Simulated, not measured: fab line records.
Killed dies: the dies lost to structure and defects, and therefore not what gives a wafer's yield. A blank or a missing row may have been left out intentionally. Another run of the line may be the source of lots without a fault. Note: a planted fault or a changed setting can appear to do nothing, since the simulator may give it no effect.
Chamber matching + flow nandHarc + 3 sister chambers for NHARC_A_STAIRCASE_DEP_322 on pecvd-03
The step deposits SiO2, target thk 7200 nm. 3 wafers are shown with their chamber, then 10 later ones without.

## WAFERS WITH THEIR CHAMBER
| wafer  | chamber | heaterPowerW (W) |
|--------|---------|------------------|
| L083.2 | 2       | 596              |
| L085.1 | 0       | 721              |
| L085.3 | 1       | 648              |

## WAFERS WHOSE CHAMBER IS MISSING
| wafer  | heaterPowerW (W) |
|--------|------------------|
| L085.4 | 582              |
| L087.4 | 533              |
| L087.5 | 567              |
| L087.6 | 595              |
| L094.1 | 647              |
| L094.2 | 691              |
| L094.6 | 571              |
| L097.3 | 692              |
| L097.4 | 559              |
| L097.6 | 513              |

## CHAMBER TAKEN BY EACH
| wafer  | from the rows above          | in truth |
|--------|------------------------------|----------|
| L085.4 | can't be placed: 2 or 1      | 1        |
| L087.4 | can't be placed: 2 or 1      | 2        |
| L087.5 | can't be placed: 2 or 1      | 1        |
| L087.6 | can't be placed: 2 or 1      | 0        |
| L094.1 | can't be placed: 1 or 2 or 0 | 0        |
| L094.2 | can't be placed: 0 or 1 or 2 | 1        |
| L094.6 | can't be placed: 2 or 1      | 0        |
| L097.3 | can't be placed: 0 or 1 or 2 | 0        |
| L097.4 | can't be placed: 2 or 1      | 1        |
| L097.6 | can't be placed: 2 or 1      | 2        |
Correctly placed: 0 of 10. From these rows, 10 cannot be placed; in 8 the true chamber is one of the candidates. Placed wrongly: 0.
How it was worked out, from the rows above alone: a wafer's distance from a chamber is the root of the sum, over the readings, of the square of ((its reading less the chamber's mean) divided by the reading's scatter). The wafer belongs to the nearest chamber; if the next one is less than 2 further off, it can't be placed. A chamber's mean is the mean of its shown wafers. The scatter: with one shown wafer a chamber, the root of the mean of the squares of how far each hidden wafer lies from its nearest shown one.
